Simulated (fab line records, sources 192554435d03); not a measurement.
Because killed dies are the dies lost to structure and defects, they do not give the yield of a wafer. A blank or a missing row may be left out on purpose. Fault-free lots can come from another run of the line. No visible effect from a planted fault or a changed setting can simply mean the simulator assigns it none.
Struck lot and sound lot, side by side || flow n5-finfet || 38 out of 1938 route steps
Sound: these wafers, L285.1, L285.3, L285.5. Struck: wafer L274.2. (L274.4 of the same lot was not struck and is left out.) The cause comes at the end.
For every step that has rows: the tool of each side, followed by ch and its chambers, followed by its first start. Under that, the readings that differ: sound wafers || struck wafers || difference of the means || sigmas: that difference in standard deviations of wafers without a fault.
alike: readings with means less than 2 such deviations apart, plus words and numbers identical on both sides. not compared: withheld readings, readings lacking a value on some wafer, bounds such as >300 that could conceal the same value, and numbers that have no deviation in the record and whose values overlap.
Wherever a step has rows on one side only, a row that says differs or no value, or a row with sigmas, the two part there. Numbers that have no deviation but don't overlap get no sigmas and don't part them. A reading missing from all wafers of one side parts the sides only when that side holds two or more wafers.

first, 10 steps without rows for these wafers: N5_PASSIVATION_DESCUM_12 (chemistry O2, time 7.9 s); N5_PASSIVATION_PASS_ETCH_74 (etches SiNx in CF4/O2, target depth 220 nm, time 110 s); N5_PASSIVATION_VIA_ETCH_13 (etches SiO2 in CHF3/O2, target depth 660 nm, time 330 s); N5_PASSIVATION_STRIP_14 (strips in O2); N5_PASSIVATION_ETCH_15 (etches SiCN in CF4/N2, target depth 75 nm, time 81.2 s); N5_PASSIVATION_STRIP_73 (strips in post etch residue remover, time 60 s); N5_PASSIVATION_SRD_17 (time 30 s, dry time 30 s); N5_PASSIVATION_DEGAS_18 (time 60 s); N5_PASSIVATION_PRE_CLEAN_19; N5_PASSIVATION_SPUTTER_20 (material TaN, target thk 50 nm).
N5_PASSIVATION_AL_DEP_21: deposits Al, target thk 2800 nm, time 170 s.
  struck on pvd-sputter-01, day 12 18:08; sound on pvd-sputter-03, day 16 10:04
{"reading": "model.Al_of_PASSIVATION_AL_DEP_21.thk-nm (nm)", "sound": "2828 2830 2807", "struck": 2898, "difference": "+76", "sigmas": ""}
  alike: throttle-valve-pct
then, 25 steps without rows for these wafers: N5_PASSIVATION_HMDS_23 (time 60 s); N5_PASSIVATION_COAT_24; N5_PASSIVATION_EBR_26; N5_PASSIVATION_SOFTBAKE_25 (time 90 s); N5_PASSIVATION_EXPOSE_27 (exposes mask PAD, defocus 0 nm); N5_PASSIVATION_PEB_28; N5_PASSIVATION_DEVELOP_29 (develop time 60 s); N5_PASSIVATION_HARDBAKE_31 (time 120 s); N5_PASSIVATION_DESCUM_32 (chemistry O2, time 7.9 s); N5_PASSIVATION_AL_ETCH_33 (etches Al in Cl2/BCl3, stops on TaN, target depth 2800 nm, time 466.7 s); N5_PASSIVATION_ETCH_59 (etches TaN in Cl2/BCl3, target depth 65 nm, time 34.9 s); N5_PASSIVATION_STRIP_34 (strips in O2); N5_PASSIVATION_STRIP_51 (strips in post etch residue remover, time 1200 s); N5_PASSIVATION_CLEAN_69 (cleans in IPA, time 180 s); N5_PASSIVATION_SRD_70 (time 30 s); N5_PASSIVATION_PECVD_53 (deposits SiO2 from TEOS/O2, target thk 800 nm, time 169.4 s); N5_PASSIVATION_PECVD_35 (deposits SiNx from SiH4/NH3/N2, target thk 700 nm, time 151.3 s); N5_PASSIVATION_HMDS_37 (time 60 s); N5_PASSIVATION_COAT_38; N5_PASSIVATION_EBR_40; N5_PASSIVATION_SOFTBAKE_39 (time 120 s); N5_PASSIVATION_EXPOSE_41 (exposes mask PASS OPEN, defocus 0 nm, target cd 40000 nm); N5_PASSIVATION_PEB_42; N5_PASSIVATION_DEVELOP_43 (develop time 60 s); N5_PASSIVATION_HARDBAKE_45 (time 120 s).
N5_PASSIVATION_STRIP_52: strips in post etch residue remover, time 1200 s.
  sound on wet-bench-03 ch 0,2,3, day 16 13:46; struck on wet-bench-02 ch 2, day 12 21:26
{"reading": "model.Al_of_PASSIVATION_AL_DEP_21.thk-nm (nm)", "sound": "2813 2815 2792", "struck": 2883, "difference": "+76", "sigmas": ""}
N5_PASSIVATION_PROBE_49:
  sound wafers here have rows in the record (prober-01, day 16 16:11); struck ones have none

## WHERE THEY PART
Only at N5_PASSIVATION_PROBE_49, as far as this record shows.

WHY: what had been put in by the simulator
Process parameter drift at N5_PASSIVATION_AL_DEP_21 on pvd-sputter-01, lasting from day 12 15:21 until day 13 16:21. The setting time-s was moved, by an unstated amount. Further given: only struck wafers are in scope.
